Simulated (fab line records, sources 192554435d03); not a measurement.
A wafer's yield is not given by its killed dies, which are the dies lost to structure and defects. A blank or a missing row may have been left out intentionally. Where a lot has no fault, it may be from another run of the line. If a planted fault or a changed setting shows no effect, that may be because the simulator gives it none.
fab line records    flow n5-finfet
record: lots: 7  wafers: 21
route steps=1938 shown FIN_CUT@154 DUMMY_GATE@224 SD_EPI_N@279 ILD0@338 HKMG_FIN@412 GATE_CUT@511 PASSIVATION@1936
start-h: the number of hours between the record's first day and the start of the first shown wafer of the lot    wait-h: hours elapsed since this lot's preceding step    " same as the row above    L1.1+2: several wafers, shown together as one row    - either no value or no given start    * or withheld: withheld    < > ~ a bound
route shown NAME@n: NAME is a module with steps in the file, n the number in the route of the first one    usual: mean/standard deviation taken from wafers without a fault    same: alike in all rows    chamber/n: place in a boat    sites: the reading at each site    _std_site: standard deviation of those values    _edge_site: outer sites' mean less inner sites'    radius-mm: for every site, how far away it sits from the centre of the wafer    mask NAME#n: copy n    behind: the last tool/chamber to shape the wafer    hold: why the lot went on hold/how many hours it stayed there/how the hold came to an end    device: the n, p or np transistor that did not switch    end of line: the tests these same wafers got at the end of their route    for a step that has no rows: nothing shown but its recipe    killed: count of dies lost to structure and defects at first sort (not the wafer's yield)    map: shows each die of a wafer: x if killed, . if not, _ if none is there
set.NAME: the setting as run; set.NAME@STEP: as run at that earlier step    model.NAME: the simulator's own value behind a step, which no gauge read
lots with deliberately changed settings; one table per step, one row per wafer
== steps ==
step: N5_FIN_CUT_COAT_18
recipe: resist: SOC  temp-c: 250  time-s: 60  spin-rpm: 1500  resist-thk-nm: 230
lot.wafer  tool            chamber  start-h  wait-h  set.spin-rpm  model.SOC_of_FIN_CUT_COAT_18.thk-nm
L078.1     litho-track-02  0        50.94    0.0     1500          230.6
L078.3     "               0        "        "       1500          231
L078.4     "               0        "        "       1500          231.4
L079.2+6   litho-track-02  0        56.02    0.0     1500          229.4
L079.5     "               0        "        "       1444          234.2
L081.3     litho-track-04  0        69.16    0.0     1500          230.4
L081.5     "               0        "        "       1551          226.2
L081.6     "               0        "        "       1500          229.6
L083.3     litho-track-02  0        80.38    0.0     1500          230.6
L083.4     "               0        "        "       1500          229.8
L083.5     "               0        "        "       1500          230
L085.3     litho-track-02  0        95.42    0.0     1640          219.8
L085.4     "               0        "        "       1640          220.6
L085.5     "               0        "        "       1500          229.4
L090.1+3   litho-track-04  0        122.38   0.0     1500          231.4
L090.4     "               0        "        "       1500          230.8
L095.4     litho-track-02  0        152.84   0.0     1500          231
L095.5     "               0        "        "       1592          224.6
L095.6     "               0        "        "       1500          230.6
step: N5_FIN_CUT_EXPOSE_05
recipe: mask-id: FIN_CUT  na: 0.33  source-shape: annular  sigma-inner: 0.35  sigma-outer: 0.8  polarization: unpolarized  dose-mj: 45.75
lot.wafer   tool            chamber  start-h  wait-h  mask       set.dose-mj
L078.1+3+4  euv-scanner-01  0        51.20    -       FIN_CUT#0  45.75
L079.2+5    euv-scanner-01  0        56.16    -       FIN_CUT#0  45.75
L079.6      "               0        "        "       FIN_CUT#0  49.05
L081.3+5+6  euv-scanner-01  0        69.31    -       FIN_CUT#0  45.75
L083.3+5    euv-scanner-02  0        80.66    -       FIN_CUT#0  45.75
L083.4      "               0        "        "       FIN_CUT#0  47.44
L085.3+5    euv-scanner-02  0        95.70    -       FIN_CUT#0  46.74
L085.4      "               0        "        "       FIN_CUT#0  45.75
L090.1+3+4  euv-scanner-02  0        122.64   -       FIN_CUT#0  45.75
L095.4      euv-scanner-02  0        153.00   -       FIN_CUT#0  45.75
L095.5+6    "               0        "        "       FIN_CUT#0  44.15
step: N5_FIN_CUT_PEB_06
recipe: peb-temp-c: 100  peb-time-s: 60  resist: CAR-EUV
step: N5_FIN_CUT_DEVELOP_07
recipe: develop-time-s: 30  developer: TMAH  resist: CAR-EUV  rinse-liquid: surfactant-rinse  dry: air-spin  dev-temp-c: 23
step: N5_FIN_CUT_CD_MEAS_08
recipe: target-cd-nm: 29.1  landing-energy-ev: 500  detector: se-inlens  polarity: opening
usual: cd-nm: 29.13/0.24
lot.wafer  tool       chamber  start-h  wait-h  set.dose-mj@FIN_CUT_EXPOSE_05  cd-nm
L078.1     cd-sem-03  0        51.34    -       45.75                          29.08
L078.3     "          0        "        "       45.75                          29.00
L078.4     "          0        "        "       45.75                          28.55
L079.2     cd-sem-01  0        56.29    -       45.75                          29.43
L079.5     "          0        "        "       45.75                          29.30
L079.6     "          0        "        "       49.05                          30.42
L081.3     cd-sem-02  0        69.43    -       45.75                          28.94
L081.5     "          0        "        "       45.75                          28.97
L081.6     "          0        "        "       45.75                          29.16
L083.3     cd-sem-01  0        80.78    -       45.75                          29.30
L083.4     "          0        "        "       47.44                          29.62
L083.5     "          0        "        "       45.75                          29.05
L085.3     cd-sem-03  0        95.82    -       46.74                          29.60
L085.4     "          0        "        "       45.75                          29.51
L085.5     "          0        "        "       46.74                          29.51
L090.1     cd-sem-01  0        122.78   -       45.75                          29.11
L090.3     "          0        "        "       45.75                          29.15
L090.4     "          0        "        "       45.75                          29.34
L095.4     cd-sem-03  0        153.11   -       45.75                          28.97
L095.5     "          0        "        "       44.15                          28.36
L095.6     "          0        "        "       44.15                          28.12
step: N5_FIN_CUT_DESCUM_13
recipe: chemistry: O2  time-s: 7  source-power-w: 50  bias-power-w: 20  pressure-mtorr: 20  rf-frequency-hz: 2.712e+07  temp-c: 40  resist: CAR-EUV  o2-flow-sccm: 225
step: N5_FIN_CUT_ETCH_30
recipe: chemistry: N2/H2  target: underlayer  target-depth-a: 130  mask-material: CAR-EUV  time-s: 10.4  ion-energy-ev: 200  pressure-mtorr: 30  source-w: 840  bias-w: 150  n2-flow-sccm: 200  h2-flow-sccm: 200  ends: cleared
lot.wafer  tool         chamber  start-h  wait-h  set.dose-mj@FIN_CUT_EXPOSE_05  model.FIN_CUT.cd-offset-nm
L078.1     rie-diel-01  2        51.49    0.0     45.75                          0
L078.3+4   "            0,1      "        "       45.75                          -0.2
L079.2+5   rie-diel-06  3        56.45    0.0     45.75                          -0.2
L079.6     "            1        "        "       49.05                          1.4
L081.3+6   rie-diel-06  1        69.58    0.0     45.75                          0
L081.5     "            3        "        "       45.75                          -0.4
L083.3     rie-diel-06  2        80.95    0.0     45.75                          0.2
L083.4     "            1        "        "       47.44                          0.8
L083.5     "            2        "        "       45.75                          0
L085.3+5   rie-diel-01  0,1      95.97    0.0     46.74                          0.4
L085.4     "            2        "        "       45.75                          0.2
L090.1     rie-diel-06  1        123.04   0.0     45.75                          0.2
L090.3     "            3        "        "       45.75                          -0.2
L090.4     "            2        "        "       45.75                          0
L095.4     rie-diel-03  3        153.26   0.0     45.75                          -0.2
L095.5     "            0        "        "       44.15                          -0.8
L095.6     "            3        "        "       44.15                          -1
step: N5_FIN_CUT_ETCH_20
recipe: chemistry: CF4  target: SiARC  target-depth-a: 260  mask-material: CAR-EUV  time-s: 43.3  ion-energy-ev: 80  pressure-mtorr: 40  source-w: 545  bias-w: 36  Ar_flow_sccm: 100  cf4-flow-sccm: 100  ends: cleared
lot.wafer  tool         chamber  start-h  wait-h  set.dose-mj@FIN_CUT_EXPOSE_05  model.FIN_CUT.cd-offset-nm
L078.1+3   rie-diel-01  2,0      51.51    0.0     45.75                          0
L078.4     "            1        "        "       45.75                          -0.2
L079.2+5   rie-diel-06  3        56.47    0.0     45.75                          -0.4
L079.6     "            1        "        "       49.05                          1.2
L081.3+6   rie-diel-06  1        69.60    0.0     45.75                          0
L081.5     "            3        "        "       45.75                          -0.4
L083.3+5   rie-diel-06  2        80.97    0.0     45.75                          0
L083.4     "            1        "        "       47.44                          0.8
L085.3     rie-diel-01  0        95.99    0.0     46.74                          0.4
L085.4     "            2        "        "       45.75                          0.4
L085.5     "            1        "        "       46.74                          0.6
L090.1     rie-diel-06  1        123.06   0.0     45.75                          0.2
L090.3     "            3        "        "       45.75                          -0.4
L090.4     "            2        "        "       45.75                          0
L095.4     rie-diel-03  3        153.28   0.0     45.75                          0
L095.5     "            0        "        "       44.15                          -0.8
L095.6     "            3        "        "       44.15                          -1
step: N5_FIN_CUT_ETCH_21
recipe: chemistry: N2/H2  target: SOC  target-depth-a: 2190  overetch-a: 438  mask-material: SiARC  temp-c: 40  ion-energy-ev: 100  bias-w: 61  time-s: 523.5  pressure-mtorr: 30  source-w: 850  n2-flow-sccm: 200  h2-flow-sccm: 200
lot.wafer  tool         chamber  start-h  wait-h  set.spin-rpm@FIN_CUT_COAT_18  model.etch.depth-nm
L078.1     rie-diel-01  2        51.55    0.0     1500                          230.7
L078.3     "            0        "        "       1500                          231
L078.4     "            1        "        "       1500                          231.3
L079.2+6   rie-diel-06  3,1      56.50    0.0     1500                          229.5
L079.5     "            3        "        "       1444                          234.2
L081.3     rie-diel-06  1        69.64    0.0     1500                          230.4
L081.5     "            3        "        "       1551                          226.3
L081.6     "            1        "        "       1500                          229.7
L083.3     rie-diel-06  2        81.01    0.0     1500                          230.5
L083.4     "            1        "        "       1500                          229.8
L083.5     "            2        "        "       1500                          230.1
L085.3     rie-diel-01  0        96.03    0.0     1640                          219.9
L085.4     "            2        "        "       1640                          220.6
L085.5     "            1        "        "       1500                          229.5
L090.1+3   rie-diel-06  1,3      123.10   0.0     1500                          231.4
L090.4     "            2        "        "       1500                          230.7
L095.4     rie-diel-03  3        153.32   0.0     1500                          230.9
L095.5     "            0        "        "       1592                          224.6
L095.6     "            3        "        "       1500                          230.6
step: N5_FIN_CUT_STRIP_23
recipe: chemistry: N2/H2  temp-c: 40  n2-flow-sccm: 200  h2-flow-sccm: 200  rf-frequency-hz: 6e+07
step: N5_FIN_CUT_STRIP_31
recipe: chemistry: N2/H2  temp-c: 40  n2-flow-sccm: 200  h2-flow-sccm: 200  rf-frequency-hz: 6e+07
step: N5_FIN_CUT_CUT_ETCH_27
recipe: chemistry: CHF3/O2  target: SiO2  target-depth-a: 40  mask-material: SOC  overetch-a: 20  time-s: 4.9  pressure-mtorr: 30  source-w: 650  bias-w: 170  Ar_flow_sccm: 200  CHF3_flow_sccm: 50  O2_flow_sccm: 5  ion-energy-ev: 200
step: N5_FIN_CUT_PRECLEAN_35
recipe: time-s: 13.3  temp-c: 45  pressure-torr: 125  p-hf-torr: 3  p-coreactant-torr: 25  chemistry: vHF
step: N5_FIN_CUT_CUT_ETCH_15
recipe: chemistry: HBr/Cl2/O2  target: Si  target-depth-a: 1000  bt-time-s: 10  mask-material: SOC  time-s: 42.4  ion-energy-ev: *  bias-w: *  pressure-mtorr: 10  icp-w: 800  HBr_flow_sccm: 150  Cl2_flow_sccm: 80  O2_flow_sccm: 12
lot.wafer  tool       chamber  start-h  wait-h  set.spin-rpm@FIN_CUT_COAT_18  model.SOC_of_FIN_CUT_COAT_18.thk-nm
L078.1     rie-si-01  0        52.09    0.1     1500                          172
L078.3     "          1        "        "       1500                          171.6
L078.4     "          2        "        "       1500                          170.4
L079.2     rie-si-01  3        57.04    0.1     1500                          170.2
L079.5     "          1        "        "       1444                          174.6
L079.6     "          2        "        "       1500                          168.6
L081.3     rie-si-03  3        70.18    0.0     1500                          170
L081.5     "          1        "        "       1551                          167.4
L081.6     "          0        "        "       1500                          169.6
L083.3+4   rie-si-01  1,0      81.55    0.0     1500                          170.8
L083.5     "          2        "        "       1500                          169.8
L085.3     rie-si-01  0        96.57    0.0     1640                          162.2
L085.4     "          2        "        "       1640                          160.2
L085.5     "          0        "        "       1500                          171
L090.1+4   rie-si-03  2,3      123.63   0.1     1500                          171
L090.3     "          1        "        "       1500                          172.8
L095.4+6   rie-si-03  2        153.86   0.0     1500                          171
L095.5     "          3        "        "       1592                          164.2
step: N5_DUMMY_GATE_COAT_28
recipe: resist: underlayer  temp-c: 205  time-s: 60  spin-rpm: 1500  resist-thk-nm: 10
lot.wafer   tool            chamber  start-h  wait-h  set.spin-rpm  model.underlayer_of_DUMMY_GATE_COAT_28.thk-nm
L078.1      litho-track-05  0        -        -       1500          10
L078.3+4    "               0        "        "       1607          9.6
L079.2+5+6  litho-track-02  0        -        -       1500          10
L081.3+5+6  litho-track-02  0        -        -       1500          10
L083.3+4    litho-track-01  0        -        -       1443          10.2
L083.5      "               0        "        "       1500          10
L085.3+4+5  litho-track-02  0        -        -       1500          10
L090.1+3+4  litho-track-05  0        -        -       1500          10
L095.4+5    litho-track-02  0        -        -       1400          10.4
L095.6      "               0        "        "       1500          10
step: N5_DUMMY_GATE_COAT_09
recipe: resist: CAR-EUV  spin-rpm: 1500  resist-thk-nm: 30
lot.wafer   tool            chamber  start-h  wait-h  set.spin-rpm  model.CAR-EUV_of_DUMMY_GATE_COAT_09.thk-nm
L078.1+4    litho-track-05  0        -        -       1405          31
L078.3      "               0        "        "       1500          30
L079.2+5    litho-track-02  0        -        -       1500          30
L079.6      "               0        "        "       1430          30.8
L081.3+5+6  litho-track-02  0        -        -       1500          30
L083.3      litho-track-01  0        -        -       1500          30
L083.4      "               0        "        "       1381          31.4
L083.5      "               0        "        "       1381          31.2
L085.3+4+5  litho-track-02  0        -        -       1500          30
L090.1      litho-track-05  0        -        -       1500          30
L090.3+4    "               0        "        "       1500          30.2
L095.4+5+6  litho-track-02  0        -        -       1643          28.6
step: N5_DUMMY_GATE_EBR_11
recipe: solvent: PGMEA  ebr-width-mm: 1.5
step: N5_DUMMY_GATE_SOFTBAKE_10
recipe: temp-c: 110  time-s: 60  resist: CAR-EUV
step: N5_DUMMY_GATE_DESCUM_20
recipe: chemistry: O2  time-s: 6.2  source-power-w: 50  bias-power-w: 20  pressure-mtorr: 20  rf-frequency-hz: 2.712e+07  temp-c: 40  resist: CAR-EUV  o2-flow-sccm: 225
lot.wafer   tool         chamber  start-h  wait-h  set.spin-rpm@DUMMY_GATE_COAT_09  model.CAR-EUV_of_DUMMY_GATE_COAT_09.thk-nm
L078.1+4    rie-diel-01  2,1      72.99    0.0     1405                             27.4
L078.3      "            0        "        "       1500                             26.6
L079.2      rie-diel-03  1        75.59    0.0     1500                             26.4
L079.5      "            0        "        "       1500                             26.6
L079.6      "            1        "        "       1430                             27.2
L081.3      rie-diel-03  0        88.05    0.0     1500                             26.6
L081.5+6    "            2,3      "        "       1500                             26.4
L083.3      rie-diel-03  1        101.43   0.0     1500                             26.6
L083.4+5    "            2,1      "        "       1381                             27.8
L085.3+4+5  rie-diel-03  2,1,2    114.83   0.0     1500                             26.4
L090.1      rie-diel-01  2        141.66   0.1     1500                             26.4
L090.3+4    "            3,0      "        "       1500                             26.6
L095.4+5+6  rie-diel-03  0,2,3    174.12   0.1     1643                             25
step: N5_DUMMY_GATE_ETCH_29
recipe: chemistry: N2/H2  target: underlayer  target-depth-a: 130  ion-energy-ev: 200  pressure-mtorr: 30  source-w: 840  bias-w: 150  n2-flow-sccm: 200  h2-flow-sccm: 200
lot.wafer  tool         chamber  start-h  wait-h  set.spin-rpm@DUMMY_GATE_COAT_09  model.CAR-EUV_of_DUMMY_GATE_COAT_09.thk-nm
L078.1     rie-diel-01  2        73.06    0.0     1405                             20.2
L078.3     "            0        "        "       1500                             19.2
L078.4     "            1        "        "       1405                             19.8
L079.2     rie-diel-03  1        75.66    0.0     1500                             18.6
L079.5     "            0        "        "       1500                             19
L079.6     "            1        "        "       1430                             19.6
L081.3     rie-diel-03  0        88.12    0.0     1500                             19
L081.5+6   "            2,3      "        "       1500                             18.8
L083.3     rie-diel-03  1        101.49   0.0     1500                             18.8
L083.4     "            2        "        "       1381                             20.2
L083.5     "            1        "        "       1381                             20
L085.3     rie-diel-03  2        114.90   0.0     1500                             18.8
L085.4+5   "            1,2      "        "       1500                             18.6
L090.1+3   rie-diel-01  2,3      141.73   0.0     1500                             19
L090.4     "            0        "        "       1500                             19.2
L095.4     rie-diel-03  0        174.18   0.0     1643                             17.6
L095.5+6   "            2,3      "        "       1643                             17.4
step: N5_SD_EPI_N_ETCH_16
recipe: chemistry: CHF3/O2  target: SiO2  target-depth-a: 50  mask-material: SOC  pressure-mtorr: 30  source-w: 650  bias-w: 170  Ar_flow_sccm: 200  CHF3_flow_sccm: 50  O2_flow_sccm: 5  ion-energy-ev: 200
lot.wafer  tool         chamber  start-h  wait-h  set.target-depth-a  model.etch.depth-nm
L078.1     rie-diel-02  1        75.85    0.1     50                  4.911
L078.3     "            3        "        "       50                  5.093
L078.4     "            2        "        "       55.95               5.796
L079.2     rie-diel-02  3        78.54    0.1     50                  5.111
L079.5     "            0        "        "       50                  4.813
L079.6     "            1        "        "       50                  4.822
L081.3     rie-diel-05  1        92.11    0.1     50                  4.764
L081.5     "            2        "        "       50                  4.977
L081.6     "            3        "        "       53.71               5.359
L083.3     rie-diel-05  2        104.35   0.1     50                  4.972
L083.4     "            1        "        "       50                  4.785
L083.5     "            2        "        "       52.3                5.264
L085.3     rie-diel-02  0        117.83   0.1     50                  4.842
L085.4     "            3        "        "       50                  5.111
L085.5     "            0        "        "       50                  4.812
L090.1     rie-diel-04  2        144.40   0.1     50                  4.997
L090.3     "            3        "        "       50                  4.984
L090.4     "            0        "        "       50                  4.972
L095.4     rie-diel-02  0        177.70   0.1     50                  4.858
L095.5     "            1        "        "       50                  4.854
L095.6     "            2        "        "       50                  5.131
step: N5_ILD0_CMP_03
recipe: stop-on: SiNx  t-overpolish-s: 1.9  post-cmp-clean: alkaline-brush  down-force-psi: 4.1491  platen-rpm: 51.796  pad-velocity-m-s: 1.0306  target-thk-nm: 197.38
usual: time-to-endpoint-s: 71/3.5
lot.wafer  tool    chamber  start-h  wait-h  set.down-force-psi  time-to-endpoint-s
L078.1     cmp-04  1        86.81    0.3     4.1491              74
L078.3     "       3        "        "       4.837               62
L078.4     "       0        "        "       4.837               58
L079.2     cmp-01  2        89.54    0.1     4.1491              69
L079.6     "       0        "        "       4.1491              69
L079.5     "       1        "        "       4.727               58
L081.3     cmp-02  1        104.09   0.1     3.297               91
L081.6     "       2        "        "       3.297               89
L081.5     "       3        "        "       3.297               86
L083.3     cmp-04  2        114.99   0.0     4.1491              80
L083.4     "       3        "        "       4.1491              73
L083.5     "       2        "        "       3.66                89
L085.4     cmp-01  3        130.49   0.1     4.1491              73
L085.3     "       0        "        "       4.83                62
L085.5     "       0        "        "       4.1491              74
L090.4     cmp-04  1        156.71   0.0     4.1491              78
L090.1     "       3        "        "       4.1491              72
L090.3     "       0        "        "       4.1491              73
L095.4     cmp-02  1        192.53   0.1     4.789               61
L095.6     "       2        "        "       4.789               61
L095.5     "       3        "        "       4.1491              73
step: N5_HKMG_FIN_ALD_79
recipe: material: TiN  target-thk-a: 15  temp-c: 400  ald-precursor-family: TiCl4  ald-co-reactant: NH3  pulse-time-s: 1  purge-time-s: 3  co-reactant-purge-time-s: 2  co-reactant-pulse-time-s: 2  ald-cycles: 68  pressure-torr: 3
lot.wafer   tool          chamber  start-h  wait-h  set.ald-cycles
L078.1+4    ald-metal-03  3,1      99.80    0.0     75
L078.3      "             0        "        "       68
L079.2+5    ald-metal-04  0,3      101.77   0.0     77
L079.6      "             2        "        "       68
L081.3+6    ald-metal-04  2        116.24   0.0     58
L081.5      "             3        "        "       68
L083.3      ald-metal-02  2        126.55   0.0     68
L083.4+5    "             3        "        "       59
L085.3+4    ald-metal-03  3,2      142.58   0.0     78
L085.5      "             2        "        "       68
L090.1+3+4  ald-metal-04  0,1,2    167.98   0.0     68
L095.4+5+6  ald-metal-02  3,0,2    204.29   0.2     68
step: N5_HKMG_FIN_CVD_62
recipe: material: a-Si  target-thk-a: 30  temp-c: 500  precursor: Si2H6  pressure-torr: 1  time-s: 20.8
step: N5_HKMG_FIN_RTA_80
recipe: temp-c: withheld  time-s: 2  ambient: N2  idle-temp-c: 600  ramp-up-c-per-s: 150  ramp-down-c-per-s: 60  cool-to-c: 600
step: N5_HKMG_FIN_PRECLEAN_64
recipe: chemistry: dHF  time-s: 30  temp-c: 25  dilution: withheld
step: N5_HKMG_FIN_WET_ETCH_65
recipe: chemistry: TMAH  temp-c: 70  conc-wt-pct: 5  target: a-Si  stop-on: TiN  time-s: 49  target-depth-nm: 3
lot.wafer   tool          chamber  start-h  wait-h  set.ald-cycles@HKMG_FIN_ALD_79  model.TiN_of_HKMG_FIN_ALD_79.thk-nm
L078.1+4    wet-bench-05  4,7      100.47   0.0     75                              1.4
L078.3      "             2        "        "       68                              1.2
L079.2+5    wet-bench-05  7,6      102.59   0.0     77                              1.4
L079.6      "             0        "        "       68                              1.2
L081.3+6    wet-bench-02  7,5      116.89   0.0     58                              1
L081.5      "             6        "        "       68                              1.2
L083.3      wet-bench-02  2        127.25   0.0     68                              1.4
L083.4+5    "             7,5      "        "       59                              1
L085.3+4    wet-bench-05  0,2      143.49   0.0     78                              1.6
L085.5      "             5        "        "       68                              1.2
L090.1+3+4  wet-bench-06  1,2,6    168.73   0.0     68                              1.2
L095.4+5    wet-bench-02  0,6      204.77   0.0     68                              1.2
L095.6      "             2        "        "       68                              1.4
step: N5_HKMG_FIN_PEB_10
recipe: peb-temp-c: withheld  peb-time-s: 60  resist: CAR-ArF
lot.wafer   tool            chamber  start-h  wait-h  set.peb-time-s
L078.1+3+4  litho-track-04  0        101.66   0.1     60
L079.2      litho-track-02  0        103.79   0.0     55.44
L079.5+6    "               0        "        "       60
L081.3+6    litho-track-02  0        117.97   0.0     60
L081.5      "               0        "        "       73.25
L083.3      litho-track-03  0        128.45   0.0     60
L083.4+5    "               0        "        "       70.72
L085.3+4+5  litho-track-03  0        144.69   0.0     68.11
L090.1+3+4  litho-track-03  0        169.93   0.1     60
L095.4      litho-track-03  0        205.84   0.0     46.96
L095.5+6    "               0        "        "       60
step: N5_HKMG_FIN_DEVELOP_11
recipe: develop-time-s: 30  developer: TMAH  resist: CAR-ArF  dev-temp-c: 23  rinse-liquid: diw  dry: air-spin
step: N5_HKMG_FIN_CD_MEAS_12
recipe: target-cd-nm: 92.8  landing-energy-ev: 500  detector: se-inlens
usual: cd-nm: 92.7/0.7
lot.wafer  tool       chamber  start-h  wait-h  set.peb-time-s@HKMG_FIN_PEB_10  cd-nm
L078.1     cd-sem-03  0        101.73   -       60                              92.4
L078.3     "          0        "        "       60                              92.5
L078.4     "          0        "        "       60                              93.0
L079.2     cd-sem-01  0        103.85   -       55.44                           90.1
L079.5     "          0        "        "       60                              96.3
L079.6     "          0        "        "       60                              93.0
L081.3     cd-sem-01  0        118.04   -       60                              93.8
L081.5     "          0        "        "       73.25                           98.0
L081.6     "          0        "        "       60                              89.9
L083.3     cd-sem-02  0        128.51   -       60                              89.4
L083.4     "          0        "        "       70.72                           94.0
L083.5     "          0        "        "       70.72                           96.7
L085.3     cd-sem-03  0        144.76   -       68.11                           96.8
L085.4     "          0        "        "       68.11                           96.0
L085.5     "          0        "        "       68.11                           96.8
L090.1     cd-sem-01  0        170.00   -       60                              93.4
L090.3     "          0        "        "       60                              92.3
L090.4     "          0        "        "       60                              92.8
L095.4     cd-sem-03  0        205.91   -       46.96                           83.5
L095.5     "          0        "        "       60                              92.5
L095.6     "          0        "        "       60                              92.1
step: N5_GATE_CUT_CMP_23
recipe: stop-on: SiO2  t-overpolish-s: 23.4  post-cmp-clean: alkaline-brush  down-force-psi: 2.5  platen-rpm: 51.8  pad-velocity-m-s: 1.0307  target-thk-nm: 16
lot.wafer   tool    chamber  start-h  wait-h  set.down-force-psi  model.SiNx_of_GATE_CUT_ALD_22.thk-nm
L078.4+1    cmp-02  0,2      112.37   0.8     2.213               16
L078.3      "       1        "        "       2.213               15.8
L079.2+6+5  cmp-02  3,0,1    115.03   0.9     2.5                 16
L081.3      cmp-02  0        129.66   0.8     3.043               15.4
L081.5      "       2        "        "       2.5                 16
L081.6      "       3        "        "       2.5                 15.8
L083.3+4+5  cmp-02  0,1,3    139.77   0.8     2.5                 16
L085.4+5    cmp-04  1,0      155.59   0.8     2.5                 16
L085.3      "       2        "        "       2.839               15.8
L090.3      cmp-03  1        181.15   0.8     2.5                 16.2
L090.1+4    "       2,0      "        "       2.5                 16
L095.4+5    cmp-02  0,2      217.60   0.9     2.5                 16
L095.6      "       1        "        "       2.898               15.6
step: N5_PASSIVATION_PROBE_49
usual: defect-limited-yield: 91.6/1.4  killed-dies: 100/17  sort-yield-pct: 91.6/1.4
lot.wafer  tool       chamber  start-h  wait-h  set.time-s@PASSIVATION_PASS_ETCH_47  set.ald-cycles@HKMG_FIN_ALD_79  set.spin-rpm@DUMMY_GATE_COAT_09  defect-limited-yield[%]  killed-dies  sort-yield-pct[%]
L078.1     prober-02  -        322.84   0.0     344.3                                75                              1405                             91.2                     104          91.2
L078.3     prober-02  -        322.94   0.1     385                                  68                              1500                             89.9                     119          89.5
L078.4     prober-02  -        322.99   0.2     344.3                                75                              1405                             84.7                     180          84.7
L079.2     prober-02  -        356.07   0.1     385                                  77                              1500                             89.4                     125          89.4
L079.5     prober-02  -        356.22   0.2     385                                  77                              1500                             83.0                     201          83.0
L079.6     prober-02  -        356.27   0.3     385                                  68                              1430                             80.8                     226          80.8
L081.3     prober-01  -        356.88   0.1     385                                  58                              1500                             88.0                     142          88.0
L081.5     prober-01  -        356.98   0.2     341.7                                68                              1500                             77.3                     268          77.3
L081.6     prober-01  -        357.03   0.3     385                                  58                              1500                             90.0                     118          90.0
L083.3     prober-02  -        375.80   0.1     385                                  68                              1500                             96.0                     47           96.0
L083.4     prober-02  -        375.85   0.2     385                                  59                              1381                             92.3                     91           92.3
L083.5     prober-02  -        375.90   0.2     385                                  59                              1381                             92.9                     84           92.9
L085.3     prober-02  -        376.85   0.1     385                                  78                              1500                             75.1                     294          75.1
L085.4     prober-02  -        376.90   0.2     316.7                                78                              1500                             19.7                     948          19.7
L085.5     prober-02  -        376.95   0.2     316.7                                68                              1500                             1.8                      1159         1.8
L090.1     prober-01  -        412.09   0.0     385                                  68                              1500                             92.6                     87           92.6
L090.3     prober-01  -        412.19   0.1     385                                  68                              1500                             93.0                     83           93.0
L090.4     prober-01  -        412.24   0.2     385                                  68                              1500                             92.0                     94           92.0
L095.4     prober-02  -        443.85   0.2     385                                  68                              1643                             87.0                     153          87.0
L095.5     prober-02  -        443.90   0.2     385                                  68                              1643                             82.5                     206          82.5
L095.6     prober-02  -        443.95   0.3     385                                  68                              1643                             89.7                     121          89.7
== key ==
split: step: N5_FIN_CUT_COAT_18  setting: spin-rpm  stated: 1500  by: wafer
response: step: N5_FIN_CUT_COAT_18  reading: model.SOC_of_FIN_CUT_COAT_18.thk-nm  change: -1.03  per: 1%  r: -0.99
response: step: N5_FIN_CUT_ETCH_21  reading: model.etch.depth-nm  change: -1.03  per: 1%  r: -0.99
response: step: N5_FIN_CUT_CUT_ETCH_15  reading: model.SOC_of_FIN_CUT_COAT_18.thk-nm  change: -1.07  per: 1%  r: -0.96
split: step: N5_FIN_CUT_EXPOSE_05  setting: dose-mj  stated: 45.75  by: wafer
response: step: N5_FIN_CUT_CD_MEAS_08  reading: cd-nm  change: +0.145  per: 1%  r: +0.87
response: step: N5_FIN_CUT_ETCH_30  reading: model.FIN_CUT.cd-offset-nm  change: +0.206  per: 1%  r: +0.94
response: step: N5_FIN_CUT_ETCH_20  reading: model.FIN_CUT.cd-offset-nm  change: +0.216  per: 1%  r: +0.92
split: step: N5_DUMMY_GATE_COAT_28  setting: spin-rpm  stated: 1500  by: wafer
response: step: N5_DUMMY_GATE_COAT_28  reading: model.underlayer_of_DUMMY_GATE_COAT_28.thk-nm  change: -0.0572  per: 1%  r: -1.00
split: step: N5_DUMMY_GATE_COAT_09  setting: spin-rpm  stated: 1500  by: wafer
response: step: N5_DUMMY_GATE_COAT_09  reading: model.CAR-EUV_of_DUMMY_GATE_COAT_09.thk-nm  change: -0.163  per: 1%  r: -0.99
response: step: N5_DUMMY_GATE_DESCUM_20  reading: model.CAR-EUV_of_DUMMY_GATE_COAT_09.thk-nm  change: -0.143  per: 1%  r: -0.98
response: step: N5_DUMMY_GATE_ETCH_29  reading: model.CAR-EUV_of_DUMMY_GATE_COAT_09.thk-nm  change: -0.153  per: 1%  r: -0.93
response: step: N5_PASSIVATION_PROBE_49  reading: defect-limited-yield  slope: -2.22  per: 1%  together-with: time-s@PASSIVATION_PASS_ETCH_47,ald-cycles@HKMG_FIN_ALD_79  explained: 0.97
response: step: N5_PASSIVATION_PROBE_49  reading: killed-dies  slope: +26.2  per: 1%  together-with: time-s@PASSIVATION_PASS_ETCH_47,ald-cycles@HKMG_FIN_ALD_79  explained: 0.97
response: step: N5_PASSIVATION_PROBE_49  reading: sort-yield-pct  slope: -2.25  per: 1%  together-with: time-s@PASSIVATION_PASS_ETCH_47,ald-cycles@HKMG_FIN_ALD_79  explained: 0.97
split: step: N5_SD_EPI_N_ETCH_16  setting: target-depth-a  stated: 50  by: wafer
response: step: N5_SD_EPI_N_ETCH_16  reading: model.etch.depth-nm  change: +0.0681  per: 1%  r: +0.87
split: step: N5_ILD0_CMP_03  setting: down-force-psi  stated: 4.1491  by: wafer
response: step: N5_ILD0_CMP_03  reading: time-to-endpoint-s  change: *  per: 1%  r: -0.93
split: step: N5_HKMG_FIN_ALD_79  setting: ald-cycles  stated: 68  by: wafer
response: step: N5_HKMG_FIN_WET_ETCH_65  reading: model.TiN_of_HKMG_FIN_ALD_79.thk-nm  change: +0.0212  per: 1%  r: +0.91
response: step: N5_PASSIVATION_PROBE_49  reading: defect-limited-yield  slope: +1.4  per: 1%  together-with: time-s@PASSIVATION_PASS_ETCH_47,spin-rpm@DUMMY_GATE_COAT_09  explained: 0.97
response: step: N5_PASSIVATION_PROBE_49  reading: killed-dies  slope: -16.6  per: 1%  together-with: time-s@PASSIVATION_PASS_ETCH_47,spin-rpm@DUMMY_GATE_COAT_09  explained: 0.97
response: step: N5_PASSIVATION_PROBE_49  reading: sort-yield-pct  slope: +1.41  per: 1%  together-with: time-s@PASSIVATION_PASS_ETCH_47,spin-rpm@DUMMY_GATE_COAT_09  explained: 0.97
split: step: N5_HKMG_FIN_PEB_10  setting: peb-time-s  stated: 60  by: wafer
response: step: N5_HKMG_FIN_CD_MEAS_12  reading: cd-nm  change: +0.351  per: 1%  r: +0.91
split: step: N5_GATE_CUT_CMP_23  setting: down-force-psi  stated: 2.5  by: wafer
response: step: N5_GATE_CUT_CMP_23  reading: model.SiNx_of_GATE_CUT_ALD_22.thk-nm  change: -0.0219  per: 1%  r: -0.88
split outside-this-file step=N5_PASSIVATION_PASS_ETCH_47 setting=time-s
split outside-this-file: this setting was split too, and the file shows its column; the key of that split is in another file
